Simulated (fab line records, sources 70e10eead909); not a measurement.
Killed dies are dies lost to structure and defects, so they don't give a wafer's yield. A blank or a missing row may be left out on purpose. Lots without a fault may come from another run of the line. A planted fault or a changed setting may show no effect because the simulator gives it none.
fab line records | flow nand_harc
record lots=6 wafers=17 last_day=29
route steps=1302 shown A_DECK1_JOINT@518 END@1302
lots that met no fault: from a run of the same line without faults
start_h: hours from the record's first day to the start of the lot's first wafer shown | wait_h: hours since the lot's step before | " the same as in the row above | L1.1+2: a row that stands for several wafers | - no value, or no start given | * or withheld: withheld | < > ~ a bound
route shown NAME@n: a module of which the file shows steps, and the number in the route of the first | usual: mean/standard deviation of fault-free wafers | same: alike in all rows | chamber/n: place in a boat | sites: the reading at each site | _std_site: their standard deviation | _edge_site: outer sites' mean less inner sites' | radius_mm: how far each site lies from the wafer's centre | mask NAME#n: copy n | behind: the tool/chamber that last shaped the wafer | hold: why the lot was held/for how many hours/how that ended | device: the transistor (n, p or np) that didn't switch | end of line: the same wafers' tests at the end of the route | a step without rows: its recipe alone | killed: dies lost to structure and defects at the first sort, not the wafer's yield | map: a wafer's dies, x killed, . not, _ none there
set.NAME: the setting as run; set.NAME@STEP: as run at that earlier step | model.NAME: the simulator's own value behind a step, which no gauge read
lots at some steps of the route; a table a step, a row a wafer
services: from which hour (start_h, from the record's first day; less than 0 if before it) a tool's chamber was out of use, for how many hours, and why
## steps
# step NHARC_A_DECK1_JOINT_ETCHBACK_07
# recipe target_depth_a=1050 time_s=26.9 hbr_flow_sccm=150 rf_w=350 icp_w=350 bias_w=60 chemistry=HBr
# usual drypump_motor_current_A=5.7/0.45 oes_product_au=1.000/0.01 throttle_valve_pct=23.266/0.0089
# columns lot.wafer tool chamber start_h wait_h drypump_motor_current_A oes_product_au rf_hours_counter_h throttle_valve_pct
L794.3 rie_si-03 2 234.86 0.1 5.0 1.007 0.0 23.268
L794.4 " 3 " " 6.2 1.009 0.0 23.275
L794.1 " 0 " " 5.3 0.991 0.0 23.270
L797.4 rie_si-05 2 275.04 0.1 6.2 1.000 0.7 23.264
L797.2 " 3 " " 5.6 0.992 0.7 23.264
L797.6 " 1 " " 5.2 1.004 - 23.260
L800.1 rie_si-05 3 298.67 0.1 5.6 0.997 0.9 23.266
L800.4 " 0 " " 5.2 0.983 1.0 23.247
L804.1 rie_si-03 0 342.19 0.1 5.3 1.002 0.8 23.262
L804.3 " 3 " " 6.2 1.012 0.8 23.252
L804.6 " 0 " " 5.3 0.997 - 23.259
L808.3 rie_si-03 3 378.45 0.1 6.2 0.993 1.0 23.277
L808.2 " 1 " " 5.7 1.004 1.0 23.257
L808.4 " 3 " " 6.1 1.009 - 23.277
L807.2 rie_si-03 3 383.01 0.1 6.2 1.006 1.0 23.266
L807.6 " 3 " " 6.2 1.005 - 23.260
L807.5 " 1 " " 5.8 1.000 - 23.276
# step NHARC_A_DECK1_JOINT_ETCH_25
# recipe target_depth_a=5 chemistry=dHF material=SiO2
# step NHARC_A_DECK1_JOINT_ETCH_19
# recipe temp_c=25 target_depth_a=30 chemistry=TMAH material=poly-Si
# step NHARC_A_DECK1_JOINT_ETCH_18
# recipe target_depth_a=30 chemistry=dHF material=SiO2
# step NHARC_A_DECK1_JOINT_WET_08
# recipe temp_c=160 time_s=86 chemistry=H3PO4
# step NHARC_A_DECK1_JOINT_ETCH_09
# recipe target_depth_a=50 chemistry=dHF material=SiO2
# step NHARC_A_DECK1_JOINT_WET_10
# recipe temp_c=160 time_s=86 chemistry=H3PO4
# step NHARC_A_DECK1_JOINT_ETCH_11
# recipe target_depth_a=350 chemistry=dHF material=SiO2
# step NHARC_A_DECK1_JOINT_CVD_12
# recipe target_thk_a=900 temp_c=620 pressure_mtorr=200 time_s=1800 material=poly-Si
# step NHARC_A_DECK1_JOINT_CMP_13
# recipe target_thk_nm=51.023
# usual motor_current_A=12.0/1.3 time_to_endpoint_s=9.0/2.6
# columns lot.wafer tool chamber start_h wait_h motor_current_A time_to_endpoint_s
L794.4 cmp-01 1 245.01 0.4 12.9 13.0
L794.3 " 3 " " 10.4 13.0
L794.1 " 0 " " 13.4 14.8
L797.2 cmp-02 3 285.21 0.4 12.7 8.9
L797.4 " 1 " " 12.8 9.0
L797.6 " 2 " " 12.5 5.0
L800.1 cmp-02 3 309.04 0.4 11.9 10.1
L800.4 " 0 " " 10.6 6.2
L804.3 cmp-03 3 353.34 0.4 11.3 5.3
L804.1 " 0 " " 15.4 5.9
L804.6 " 3 " " 11.8 6.6
L808.3 cmp-01 2 388.81 0.4 12.4 3.6
L808.4 " 3 " " 10.3 9.8
L808.2 " 0 " " 13.1 5.2
L807.2 cmp-02 2 393.46 0.4 11.6 8.9
L807.6 " 2 " " 11.4 7.8
L807.5 " 3 " " 12.4 10.7
# step NHARC_A_DECK1_JOINT_THK_MEAS_14
# recipe thk_meas_gauge=ellipsometry
# usual thk_nm=51.2/1.5
# columns lot.wafer tool chamber start_h wait_h thk_nm
L794.1 film_metro-02 - 245.26 0.2 51.6
L794.3 " - " " 51.8
L794.4 " - " " 51.8
L797.2 film_metro-01 - 285.44 0.2 51.5
L797.4 " - " " 52.4
L797.6 " - " " 52.1
L800.1 film_metro-02 - 309.25 0.2 52.8
L800.4 " - " " 51.5
L804.1 film_metro-02 - 353.57 0.2 50.8
L804.3 " - " " 51.1
L804.6 " - " " 50.4
L808.2 film_metro-01 - 389.04 0.2 50.3
L808.3 " - " " 50.7
L808.4 " - " " 54.4
L807.2 film_metro-01 - 393.72 0.2 51.1
L807.5 " - " " 51.8
L807.6 " - " " 52.0
# step NHARC_A_DECK1_JOINT_SRD_04
# step NHARC_A_DECK1_JOINT_ETCHBACK_00
# recipe target_depth_a=300 time_s=17.4 hbr_flow_sccm=150 rf_w=350 icp_w=350 bias_w=60 chemistry=HBr
# usual drypump_motor_current_A=5.8/0.45 oes_product_au=1.000/0.011 throttle_valve_pct=23.266/0.0089
# columns lot.wafer tool chamber start_h wait_h drypump_motor_current_A oes_product_au rf_hours_counter_h throttle_valve_pct
L794.1 rie_si-05 3 245.40 0.1 5.6 1.001 0.5 23.265
L794.3 " 0 " " 5.2 0.973 0.6 23.259
L794.4 " 3 " " 5.6 0.991 - 23.266
L797.2 rie_si-04 3 285.56 0.1 6.2 1.012 0.7 23.260
L797.4 " 2 " " 5.6 0.993 0.8 23.272
L797.6 " 0 " " 6.5 0.989 - 23.265
L800.4 rie_si-04 0 309.41 0.1 6.5 0.836 1.0 23.251
L800.1 " 1 " " 6.0 0.840 1.0 23.249
L804.3 rie_si-04 3 353.71 0.1 6.3 1.003 0 23.267
L804.1 " 0 " " 6.5 0.823 0 23.276
L804.6 " 3 " " 6.3 1.004 - 23.263
L808.4 rie_si-03 1 389.16 0.1 5.7 1.003 1.1 23.255
L808.3 " 3 " " 6.1 1.010 1.1 23.276
L808.2 " 0 " " 5.3 0.996 1.1 23.272
L807.2 rie_si-05 2 393.86 0.1 6.2 1.012 0.5 23.274
L807.6 " 2 " " 6.2 1.012 - 23.272
L807.5 " 0 " " 5.2 1.001 - 23.277
# step NHARC_A_DECK1_JOINT_PRECLEAN_30
# recipe time_s=* temp_c=50 bath_age_min=0 chemistry=SC1
# step NHARC_END_SORT_01
# recipe temp_c=25
# usual killed_at_array=59/20 killed_at_other=0.8/1.2 killed_at_periphery=3.5/2.2 killed_dies=63/20 killed_open=3.3/1.8 killed_short=2.6/1.7
# same gross_dies=677
# columns lot.wafer tool chamber start_h wait_h killed_at_array killed_at_other killed_at_periphery killed_dies killed_open killed_short
L794.1 prober-01 0 551.88 2.5 38 0 1 39 2 5
L794.3 prober-01 0 553.49 3.1 34 0 4 38 1 2
L794.4 prober-01 0 554.29 3.4 46 0 3 49 4 1
L800.1 prober-01 0 627.05 2.6 82 0 2 84 3 2
L800.4 prober-01 0 629.47 3.4 84 0 3 87 6 3
L807.2 prober-01 0 693.93 2.8 26 4 0 30 2 2
L807.5 prober-01 0 696.34 3.7 31 5 2 38 5 2
L807.6 prober-01 0 697.14 4.0 32 5 3 40 7 4
# killed by level:class
L794.1 A_CHANNEL_HOLE_D2:chamber_film_flake=27 A_CONTACT:chamber_film_flake=2 P_M1:geometric_particle:short=1 A_SOURCE_PLATE:geometric_particle:open=1 A_SOURCE_PLATE:geometric_particle:short=1 A_CHANNEL_FILL_D1:geometric_particle:open=1 A_ONON_D2:geometric_particle:short=1 A_WL_FILL:geometric_particle:short=1
L794.3 A_CHANNEL_HOLE_D2:chamber_film_flake=26 P_BONDPAD:chamber_film_flake=2 A_DECK1_JOINT:chamber_film_flake=2 A_STAIRCASE:chamber_film_flake=2 A_CONTACT:chamber_film_flake=2 P_CONTACT:geometric_particle:open=1 A_CHANNEL_FILL_D1:geometric_particle:short=1 A_SGD_CUT:geometric_particle:short=1
L794.4 A_CHANNEL_HOLE_D2:chamber_film_flake=33 A_CHANNEL_HOLE_D1:chamber_film_flake=3 A_CONTACT:chamber_film_flake=3 P_GATE:chamber_film_flake=2 A_DECK1_JOINT:chamber_film_flake=2 P_M0:geometric_particle:short=1 A_ONON_D2:geometric_particle:open=1 A_BLC:geometric_particle:open=1
L800.1 A_SLIT:chamber_film_flake=34 A_CHANNEL_HOLE_D2:chamber_film_flake=30 A_STAIRCASE:chamber_film_flake=5 A_SGD_CUT:chamber_film_flake=4 A_CHANNEL_HOLE_D1:chamber_film_flake=3 A_ONON_D1:geometric_particle:short=1 A_ONON_D1:geometric_particle:open=1 A_DECK1_JOINT:geometric_particle:open=1
L800.4 A_SLIT:chamber_film_flake=30 A_CHANNEL_HOLE_D2:chamber_film_flake=25 A_WL_FILL:chamber_film_flake=6 A_STAIRCASE:chamber_film_flake=6 A_SGD_CUT:chamber_film_flake=4 P_ZERO_WELL:chamber_film_flake=3 A_CHANNEL_FILL_D1:geometric_particle:open=2 A_CHANNEL_HOLE_D1:chamber_film_flake=2
L807.2 A_CHANNEL_HOLE_D1:chamber_film_flake=6 A_CONTACT:chamber_film_flake=6 A_SGD_CUT:chamber_film_flake=4 A_SLIT:chamber_film_flake=3 THIN_TSV:chamber_film_flake=3 A_WL_FILL:chamber_film_flake=2 A_DECK1_JOINT:geometric_particle:open=1 A_ONON_D2:geometric_particle:short=1
L807.5 A_CHANNEL_HOLE_D1:chamber_film_flake=10 A_CONTACT:chamber_film_flake=5 A_SGD_CUT:chamber_film_flake=4 THIN_TSV:chamber_film_flake=4 A_CHANNEL_FILL_D2:chamber_film_flake=2 A_SLIT:chamber_film_flake=2 A_SOURCE_PLATE:geometric_particle:open=1 A_CHANNEL_FILL_D1:geometric_particle:open=1
L807.6 A_CONTACT:chamber_film_flake=6 A_CHANNEL_HOLE_D1:chamber_film_flake=5 A_SGD_CUT:chamber_film_flake=5 THIN_TSV:chamber_film_flake=5 A_SLIT:chamber_film_flake=3 A_BLC:geometric_particle:open=2 A_WL_FILL:chamber_film_flake=2 P_M1:geometric_particle:open=1
## services
# columns tool chamber start_h hours kind
rie_si-03 - 221.00 9.0 pm
rie_si-05 3 230.74 5.5 repair
cmp-02 - 232.50 4.0 pm
rie_si-05 1 245.32 2.1 repair
rie_si-03 3 264.32 1.9 repair
cmp-02 - 267.61 1.1 repair
cmp-01 - 283.50 4.0 pm
cmp-03 - 290.85 1.1 repair
rie_si-05 2 291.42 3.1 repair
cmp-03 - 296.36 4.0 pm
cmp-01 - 301.11 0.6 repair
rie_si-05 - 305.00 9.0 pm
rie_si-04 1 318.13 5.5 repair
cmp-03 - 323.05 0.3 repair
cmp-02 - 330.50 4.0 pm
cmp-03 - 331.82 2.1 repair
rie_si-04 - 342.00 9.0 pm
cmp-01 - 348.53 2.3 repair
cmp-01 - 352.04 4.2 repair
rie_si-05 - 357.82 0.8 repair
rie_si-03 2 377.37 6.9 repair
rie_si-03 0 379.58 3.7 repair
cmp-01 - 381.50 4.0 pm
rie_si-05 3 388.86 5.1 repair
## key
first_sign step=NHARC_A_DECK1_JOINT_ETCHBACK_00 reading=oes_product_au direction=down sigmas=15 usual=1.000 struck=0.833
effect none on later readings
met_at NHARC_A_DECK1_JOINT_ETCHBACK_00
struck_wafers L800.1,L800.4,L804.1
tester_left_out L800,L804
onset_between 285.56 309.41
fault kind=process_parameter_drift tool=rie_si-04 chamber=- onset_h=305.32 steps=NHARC_A_DECK1_JOINT_ETCHBACK_00 channel=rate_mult offset=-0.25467 shape=step end_h=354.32 scope=struck_wafers_only
# tester_left_out: of these lots the tester's yield and bins aren't shown, on N5 and GAA mostly nor the transistor test; their killed dies are dies lost to structure and defects alone, not to doping, threshold or leakage, so they don't give the yield
